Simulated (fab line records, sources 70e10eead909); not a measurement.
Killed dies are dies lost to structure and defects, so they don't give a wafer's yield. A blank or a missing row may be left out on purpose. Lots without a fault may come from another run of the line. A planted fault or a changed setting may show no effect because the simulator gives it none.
Which tool did it? | flow nand_harc | 12 lots, 36 wafers sampled, at 6 steps of a route of 1302

WHAT THE GAUGES READ, wafer by wafer
NHARC_A_M0_THK_MEAS_24: measures by xrf. Usual: thk_nm 114.0 nm, standard deviation 1.4.
lot  | measured     | on            | thk_nm (nm)       | flag
L440 | day 23 20:30 | film_metro-02 | 116.6 112.0 113.3 |
L442 | day 24 03:46 | film_metro-02 | 111.6 113.7 113.5 |
L444 | day 25 14:26 | film_metro-01 | 112.4 112.2 112.5 |
L446 | day 26 18:08 | film_metro-01 | 113.5 114.5 113.4 |
L448 | day 26 21:48 | film_metro-02 | 113.2 116.4 113.7 |
L449 | day 26 23:13 | film_metro-01 | 114.2 114.4 110.2 |
L455 | day 29 23:41 | film_metro-01 | 114.6 115.1 112.5 |
L458 | day 30 15:40 | film_metro-01 | 114.9 115.7 116.4 |
L456 | day 30 18:11 | film_metro-02 | 113.0 117.3 113.9 |
L460 | day 32 04:29 | film_metro-02 | 116.0 111.5 114.8 |
L459 | day 32 15:01 | film_metro-02 | 114.5 115.1 115.6 |
L461 | day 32 18:43 | film_metro-01 | 114.2 115.2 114.0 |

NHARC_A_M1_CD_MEAS_09: target cd 120 nm. Usual: cd_nm 120.1 nm, standard deviation 0.59.
lot  | measured     | on        | cd_nm (nm)        | flag
L440 | day 23 22:05 | cd_sem-02 | 119.6 120.1 120.4 |
L442 | day 24 05:18 | cd_sem-01 | 119.4 119.9 120.5 |
L444 | day 25 15:51 | cd_sem-03 | 119.0 119.3 120.0 |
L446 | day 26 19:40 | cd_sem-03 | 119.9 119.5 119.5 |
L448 | day 26 23:21 | cd_sem-01 | 120.1 120.6 120.1 |
L449 | day 27 00:40 | cd_sem-03 | 119.1 119.8 120.1 |
L455 | day 30 01:08 | cd_sem-03 | 123.2 124.0 123.7 | OFF
L458 | day 30 17:12 | cd_sem-01 | 123.2 122.3 122.6 | OFF
L456 | day 30 19:38 | cd_sem-03 | 119.9 119.8 120.6 |
L460 | day 32 06:01 | cd_sem-01 | 120.8 120.1 119.1 |
L459 | day 32 16:37 | cd_sem-01 | 119.7 119.6 119.5 |
L461 | day 32 20:16 | cd_sem-01 | 120.4 120.0 120.7 |

NHARC_END_SORT_01. Usual: defect_limited_yield 90 %, standard deviation 3.4; killed_at_array 62, standard deviation 22; killed_at_other 1.0, standard deviation 1.4; killed_at_periphery 4.2, standard deviation 2.8; killed_dies 67, standard deviation 23; killed_open 3.1, standard deviation 1.7; killed_short 2.1, standard deviation 1.5.
lot  | measured     | on        | defect_limited_yield (%) | killed_at_array | killed_at_other | killed_at_periphery | killed_dies | killed_open | killed_short | flag
L448 | day 28 14:26 | prober-02 | 88 88 91                 | 77 72 58        | 1 0 1           | 4 6 4               | 82 78 63    | 4 4 2       | 5 5 1        |
L449 | day 28 15:21 | prober-01 | 92 92 92                 | 54 55 55        | 0 0 2           | 0 0 0               | 54 55 57    | 1 3 3       | 5 5 3        |

WHICH TOOL RAN EACH LOT (tool, then ch and the chambers of the sampled wafers, then the start)
lot  | NHARC_A_M0_PRE_CLEAN_31         | NHARC_A_M1_PEB_07                 | NHARC_A_M1_DESCUM_14
L440 | pecvd-01 ch 0,1, day 23 20:44   | litho_track-06 ch 0, day 23 21:59 | rie_diel-11 ch 1,2,3, day 23 22:16
L442 | pecvd-04 ch 0,1,2, day 24 04:00 | litho_track-06 ch 0, day 24 05:13 | rie_diel-10 ch 0,1,3, day 24 05:30
L444 | pecvd-01 ch 0,1, day 25 14:40   | litho_track-01 ch 0, day 25 15:46 | rie_diel-11 ch 0,2, day 25 16:02
L446 | pecvd-04 ch 0,2, day 26 18:21   | litho_track-01 ch 0, day 26 19:35 | rie_diel-12 ch 2,3, day 26 19:52
L448 | pecvd-01 ch 0,1,2, day 26 22:03 | litho_track-06 ch 0, day 26 23:16 | rie_diel-10 ch 0,1,3, day 26 23:33
L449 | pecvd-03 ch 0,1,2, day 26 23:28 | litho_track-06 ch 0, day 27 00:35 | rie_diel-10 ch 0,2,3, day 27 00:52
L455 | pecvd-03 ch 0,1,2, day 29 23:55 | litho_track-06 ch 0, day 30 01:03 | rie_diel-10 ch 0,2,3, day 30 01:20
L458 | pecvd-01 ch 0,1,2, day 30 15:54 | litho_track-06 ch 0, day 30 17:07 | rie_diel-12 ch 1,2, day 30 17:23
L456 | pecvd-01 ch 0,2, day 30 18:26   | litho_track-01 ch 0, day 30 19:34 | rie_diel-10 ch 0,1,3, day 30 19:51
L460 | pecvd-01 ch 1,2, day 32 04:43   | litho_track-01 ch 0, day 32 05:56 | rie_diel-12 ch 0,3, day 32 06:12
L459 | pecvd-03 ch 0,1,2, day 32 15:14 | litho_track-01 ch 0, day 32 16:32 | rie_diel-12 ch 0,1,2, day 32 16:49
L461 | pecvd-01 ch 0,1,2, day 32 18:57 | litho_track-01 ch 0, day 32 20:11 | rie_diel-12 ch 0,1,2, day 32 20:27
- NHARC_A_M0_PRE_CLEAN_31: time 12 s.
- NHARC_A_M1_PEB_07: peb time 65 s.
- NHARC_A_M1_DESCUM_14: chemistry O2, time 3 s.

WHAT THE TOOLS THEMSELVES READ (means of the sampled wafers that have a number; where no wafer has one, the mark that the record gives instead)
NHARC_A_M0_PRE_CLEAN_31. Usual: heater_power_w 593 W, standard deviation 88.
lot  | tool     | heater_power_w (W) | flag
L440 | pecvd-01 | 566                |
L442 | pecvd-04 | 698                |
L444 | pecvd-01 | 620                |
L446 | pecvd-04 | 678                |
L448 | pecvd-01 | 613                |
L449 | pecvd-03 | 482                |
L455 | pecvd-03 | 518                |
L458 | pecvd-01 | 604                |
L456 | pecvd-01 | 636                |
L460 | pecvd-01 | 597                |
L459 | pecvd-03 | 566                |
L461 | pecvd-01 | 616                |

NHARC_A_M1_PEB_07. Usual: chill_plate_temp_C 23.01 C, standard deviation 0.11; exhaust_pa 45.0 Pa, standard deviation 0.77; heater_power_total_W 156.6 W, standard deviation 0.44; plate_temp_C 100.00 C, standard deviation 0.14.
lot  | tool           | chill_plate_temp_C (C) | exhaust_pa (Pa) | heater_power_total_W (W) | plate_temp_C (C) | flag
L440 | litho_track-06 | 23.04                  | 44.1            | 156.6                    | 99.75            |
L442 | litho_track-06 | 22.96                  | 45.0            | 156.9                    | 99.88            |
L444 | litho_track-01 | 23.11                  | 44.7            | 156.8                    | 100.02           |
L446 | litho_track-01 | 22.99                  | 45.4            | 156.2                    | 99.97            |
L448 | litho_track-06 | 22.90                  | 44.5            | 156.6                    | 100.10           |
L449 | litho_track-06 | 22.94                  | 44.6            | 156.8                    | 99.94            |
L455 | litho_track-06 | 23.16                  | 44.5            | 158.5                    | 100.87           | OFF
L458 | litho_track-06 | 23.00                  | 45.8            | 158.4                    | 101.03           | OFF
L456 | litho_track-01 | 23.07                  | 45.2            | 156.3                    | 100.00           |
L460 | litho_track-01 | 23.03                  | 45.3            | 156.6                    | 99.99            |
L459 | litho_track-01 | 22.82                  | 44.3            | 156.9                    | 99.96            |
L461 | litho_track-01 | 23.10                  | 45.3            | 156.4                    | 99.73            |

NHARC_A_M1_DESCUM_14. Usual: chamber_pressure_mTorr 60.00 mTorr, standard deviation 0.051; drypump_motor_current_A 5.6 A, standard deviation 0.44; oes_product_au 1.000 a.u., standard deviation 0.0092; rf_vpp_V 57.9 V, standard deviation 0.81; showerhead_plenum_p_Torr 1.95 Torr, standard deviation 0.082; throttle_valve_pct 11.310 %, standard deviation 0.0086.
lot  | tool        | chamber_pressure_mTorr (mTorr) | drypump_motor_current_A (A) | oes_product_au (a.u.) | rf_vpp_V (V) | showerhead_plenum_p_Torr (Torr) | throttle_valve_pct (%) | flag
L440 | rie_diel-11 | 60.01                          | 5.5                         | 0.999                 | 57.3         | 1.99                            | 11.305                 |
L442 | rie_diel-10 | 60.00                          | 6.1                         | 1.008                 | 57.8         | 1.95                            | 11.313                 |
L444 | rie_diel-11 | 60.06                          | 5.9                         | 1.005                 | 58.1         | 2.01                            | 11.310                 |
L446 | rie_diel-12 | 59.97                          | 5.3                         | 1.004                 | 58.2         | 1.91                            | 11.311                 |
L448 | rie_diel-10 | 60.03                          | 6.1                         | 0.999                 | 57.8         | 1.95                            | 11.306                 |
L449 | rie_diel-10 | 59.98                          | 6.0                         | 1.002                 | 57.2         | 1.92                            | 11.301                 |
L455 | rie_diel-10 | 60.01                          | 6.0                         | 1.003                 | 58.1         | 1.92                            | 11.306                 |
L458 | rie_diel-12 | 60.02                          | 5.4                         | 0.998                 | 57.9         | 1.90                            | 11.314                 |
L456 | rie_diel-10 | 60.00                          | 6.1                         | 1.005                 | 57.5         | 1.94                            | 11.307                 |
L460 | rie_diel-12 | 59.98                          | 5.5                         | 1.000                 | 58.3         | 1.92                            | 11.309                 |
L459 | rie_diel-12 | 60.03                          | 5.4                         | 0.993                 | 57.7         | 1.88                            | 11.312                 |
L461 | rie_diel-12 | 59.98                          | 5.3                         | 0.995                 | 56.5         | 1.88                            | 11.314                 |

THE ANSWER, worked out from the rows above alone
Rule: a lot is off if the mean of its wafers that have a number lies more than 3 standard deviations from the usual mean. A lot without any number at a reading at which 4 lots or more have one is off too. The other lots that the step has rows for count as sound. The gauges are gone through in route order, then the tools' own readings, and for those a lot's mean is taken as printed above. The first step at which some lot is off is used, and at that step the reading that is off furthest; a lot without a number counts as furthest.
Off: L455, L458, at NHARC_A_M1_CD_MEAS_09 (cd_nm).
A tool fits if, at a process step before that reading, it ran every lot that is off, and no sound lot after the first of them. The gauges at NHARC_A_M1_CD_MEAS_09 aren't tried: what is off there is off at NHARC_A_M1_PEB_07 too, on other tools, and a gauge's error can't cause that. One fits: litho_track-06 at NHARC_A_M1_PEB_07. Its last sound lot is L449 (day 27 00:35), its first lot that is off L455 (day 30 01:03): a fault that began between those two fits.
The tool's own readings at NHARC_A_M1_PEB_07 bear it out: on the lots that are off they differ by more than 5 times the standard deviation of the sound lots' means. heater_power_total_W reads 158.4 W there against 156.6 W on the sound lots; plate_temp_C reads 100.95 C there against 99.93 C on the sound lots.

WHAT THE SIMULATOR HAD PUT IN
Process parameter drift: litho_track-06, from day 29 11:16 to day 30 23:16, at NHARC_A_M1_PEB_07. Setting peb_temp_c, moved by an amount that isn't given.
Lots struck among those shown: L455, L458. The rule above found the same.
